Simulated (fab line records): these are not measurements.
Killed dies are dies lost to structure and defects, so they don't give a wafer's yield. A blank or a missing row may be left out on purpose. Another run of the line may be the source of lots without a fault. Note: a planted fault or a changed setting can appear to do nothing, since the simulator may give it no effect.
Which tool did it?	flow nandHarc	Sampling: 11 lots, 33 wafers, 4 of 1302 route steps

## WHAT THE GAUGES READ, wafer by wafer
Not one reading of a measure or inspect step in the record can be checked against a usual standard deviation.

## TOOL THAT RAN EACH LOT (tool first, then ch and the chambers of the sampled wafers, then the start)
lot	NHARC_P_BONDPAD_ETCH_37	NHARC_A_CHANNEL_HOLE_D1_SOFTBAKE_05	NHARC_A_CHANNEL_HOLE_D1_ETCH_20	NHARC_A_CHANNEL_HOLE_D1_ETCH_24
L815	rieDiel-05 ch 0,2,3, day 7 18:26	lithoTrack-01 ch 0, day 9 12:00	harEtch-02 ch 0, day 9 16:19	harEtch-02 ch 0, day 9 18:20
L819	rieDiel-12 ch 0,2, day 9 22:17	lithoTrack-04 ch 0, day 11 23:00	harEtch-01 ch 0,1, day 12 04:00	harEtch-01 ch 0,1, day 12 06:05
L821	rieDiel-12 ch 0,2,3, day 10 17:13	lithoTrack-01 ch 0, day 12 12:00	harEtch-02 ch 0,1, day 12 14:43	harEtch-02 ch 0,1, day 12 16:48
L822	rieDiel-05 ch 0,3, day 11 00:38	lithoTrack-06 ch 0, day 12 18:00	harEtch-02 ch 0,1, day 13 04:53	harEtch-02 ch 0,1, day 13 06:53
L824	rieDiel-05 ch 0,2,3, day 11 14:04	lithoTrack-01 ch 0, day 13 07:00	harEtch-01 ch 0,1, day 13 11:56	harEtch-01 ch 0,1, day 13 14:06
L828	rieDiel-12 ch 0,1, day 13 14:25	lithoTrack-06 ch 0, day 15 09:00	harEtch-01 ch 0,1, day 15 11:13	harEtch-01 ch 0,1, day 15 13:13
L829	rieDiel-10 ch 0,1,3, day 13 16:38	lithoTrack-01 ch 0, day 15 09:00	harEtch-02 ch 0,1, day 15 11:03	harEtch-02 ch 0,1, day 15 13:05
L830	rieDiel-05 ch 1,2,3, day 14 09:00	lithoTrack-01 ch 0, day 16 06:00	harEtch-01 ch 0,1, day 16 11:14	harEtch-01 ch 0,1, day 16 13:21
L831	rieDiel-05 ch 0,1,3, day 14 09:21	lithoTrack-06 ch 0, day 16 06:00	harEtch-02 ch 0,1, day 16 10:41	harEtch-02 ch 0,1, day 16 12:47
L832	rieDiel-05 ch 0,1,3, day 14 23:05	lithoTrack-01 ch 0, day 16 18:00	harEtch-01 ch 1, day 16 22:10	harEtch-01 ch 1, day 17 00:15
L833	rieDiel-12 ch 2,3, day 15 18:37	lithoTrack-01 ch 0, day 17 15:00	harEtch-02 ch 0,1, day 17 17:30	harEtch-02 ch 0,1, day 17 19:37
- NHARC_P_BONDPAD_ETCH_37: etches the open film in N2/H2, target depth 60 nm, overetch 18 nm, time 65.91 s.
- NHARC_A_CHANNEL_HOLE_D1_SOFTBAKE_05: time 55 s.
- NHARC_A_CHANNEL_HOLE_D1_ETCH_20: etches the open film in C4F8/O2/Ar, time 361.9 s, target depth 1600 nm.
- NHARC_A_CHANNEL_HOLE_D1_ETCH_24: etches the open film in C4F8/O2/Ar, time 906.2 s, target depth 1500 nm.

## WHAT THE TOOLS THEMSELVES READ (means of the sampled wafers that have a number; where no wafer has one, the mark that the record gives instead)
NHARC_P_BONDPAD_ETCH_37. Usual: drypumpMotorCurrentA 5.92 A, standard deviation 0.28; oesProductAu 1.000 a.u., standard deviation 0.015; rfVppV 430.9 V, standard deviation 2.5; showerheadPlenumPTorr 2.05 Torr, standard deviation 0.084; throttleValvePct 14.173 %, standard deviation 0.0084.
lot	tool	drypumpMotorCurrentA (A)	oesProductAu (a.u.)	rfVppV (V)	showerheadPlenumPTorr (Torr)	throttleValvePct (%)	flag
L815	rieDiel-05	5.89	0.999	431.3	2.07	14.179	
L819	rieDiel-12	5.92	1.004	430.4	2.04	14.168	
L821	rieDiel-12	5.81	1.009	431.4	2.07	14.164	
L822	rieDiel-05	6.09	0.979	432.1	2.09	14.171	
L824	rieDiel-05	5.89	0.986	431.5	2.07	14.165	
L828	rieDiel-12	5.86	0.990	431.7	2.11	14.166	
L829	rieDiel-10	6.15	1.001	426.8	1.93	14.166	
L830	rieDiel-05	5.89	1.006	431.2	2.08	14.168	
L831	rieDiel-05	6.10	0.990	432.3	2.11	14.177	
L832	rieDiel-05	6.10	0.999	432.3	2.11	14.183	
L833	rieDiel-12	5.79	1.015	433.3	2.12	14.171	

NHARC_A_CHANNEL_HOLE_D1_SOFTBAKE_05. Usual: 188.46 W for heaterPowerTotalW, sd 0.14.
lot	tool	heaterPowerTotalW (W)	flag
L815	lithoTrack-01	188.45	
L819	lithoTrack-04	188.49	
L821	lithoTrack-01	191.39	OFF
L822	lithoTrack-06	188.47	
L824	lithoTrack-01	191.46	OFF
L828	lithoTrack-06	188.47	
L829	lithoTrack-01	188.62	
L830	lithoTrack-01	188.43	
L831	lithoTrack-06	188.45	
L832	lithoTrack-01	188.47	
L833	lithoTrack-01	188.45	

NHARC_A_CHANNEL_HOLE_D1_ETCH_20. Usual: drypumpMotorCurrentA 5.46 A, standard deviation 0.3; heBacksideLeakSccm 5.9 sccm, standard deviation 0.91; o2FlowSccm 35.71 sccm, standard deviation 0.11; showerheadPlenumPTorr 3.63 Torr, standard deviation 0.095; throttleValvePct 32.156 %, standard deviation 0.0088.
lot	tool	drypumpMotorCurrentA (A)	heBacksideLeakSccm (sccm)	o2FlowSccm (sccm)	showerheadPlenumPTorr (Torr)	throttleValvePct (%)	flag
L815	harEtch-02	5.22	5.5	35.72	3.63	32.153	
L819	harEtch-01	5.58	5.4	35.75	3.58	32.153	
L821	harEtch-02	5.54	7.5	35.76	3.69	32.156	
L822	harEtch-02	5.37	7.1	35.78	3.64	32.154	
L824	harEtch-01	5.59	5.4	35.69	3.56	32.161	
L828	harEtch-01	5.58	5.5	35.67	3.55	32.165	
L829	harEtch-02	5.56	7.3	35.67	3.67	32.163	
L830	harEtch-01	5.58	5.7	35.66	3.54	32.148	
L831	harEtch-02	5.38	7.0	35.70	3.62	32.157	
L832	harEtch-01	5.80	5.6	35.86	3.51	32.156	
L833	harEtch-02	5.37	4.9	35.65	3.85	32.154	

NHARC_A_CHANNEL_HOLE_D1_ETCH_24. Usual: drypumpMotorCurrentA 5.46 A, standard deviation 0.3; heBacksideLeakSccm 6.0 sccm, standard deviation 0.98; o2FlowSccm 31.21 sccm, standard deviation 0.078; showerheadPlenumPTorr 3.63 Torr, standard deviation 0.094; throttleValvePct 32.235 %, standard deviation 0.0093.
lot	tool	drypumpMotorCurrentA (A)	heBacksideLeakSccm (sccm)	o2FlowSccm (sccm)	showerheadPlenumPTorr (Torr)	throttleValvePct (%)	flag
L815	harEtch-02	5.22	6.5	31.18	3.62	32.234	
L819	harEtch-01	5.57	5.4	31.24	3.57	32.239	
L821	harEtch-02	5.53	7.2	31.16	3.69	32.232	
L822	harEtch-02	5.38	6.9	31.21	3.64	32.235	
L824	harEtch-01	5.57	5.4	31.27	3.56	32.236	
L828	harEtch-01	5.57	5.6	31.16	3.55	32.244	
L829	harEtch-02	5.52	7.7	31.20	3.67	32.239	
L830	harEtch-01	5.58	5.7	31.20	3.54	32.230	
L831	harEtch-02	5.37	7.0	31.26	3.62	32.236	
L832	harEtch-01	5.81	5.6	31.22	3.51	32.235	
L833	harEtch-02	5.36	5.0	31.15	3.84	32.243	

## THE ANSWER, worked out from the rows above alone
Rule: a lot is off if the mean of its wafers that have a number lies more than 3 standard deviations from the usual mean. A lot without any number at a reading at which 4 lots or more have one is off too. Any other lot the step has rows for is counted as sound. Order of review: gauges by route order, followed by the tools' own readings, for which a lot's mean as printed above is used. The first step at which some lot is off is used, and at that step the reading that is off furthest; a lot without a number counts as furthest.
Off, at NHARC_A_CHANNEL_HOLE_D1_SOFTBAKE_05 on heaterPowerTotalW: L821, L824.
A tool fits if, at that step or a process step before it, it ran every lot that is off, and no sound lot after the first of them. Not one of the candidates tried fits.

## WHAT THE SIMULATOR PUT IN
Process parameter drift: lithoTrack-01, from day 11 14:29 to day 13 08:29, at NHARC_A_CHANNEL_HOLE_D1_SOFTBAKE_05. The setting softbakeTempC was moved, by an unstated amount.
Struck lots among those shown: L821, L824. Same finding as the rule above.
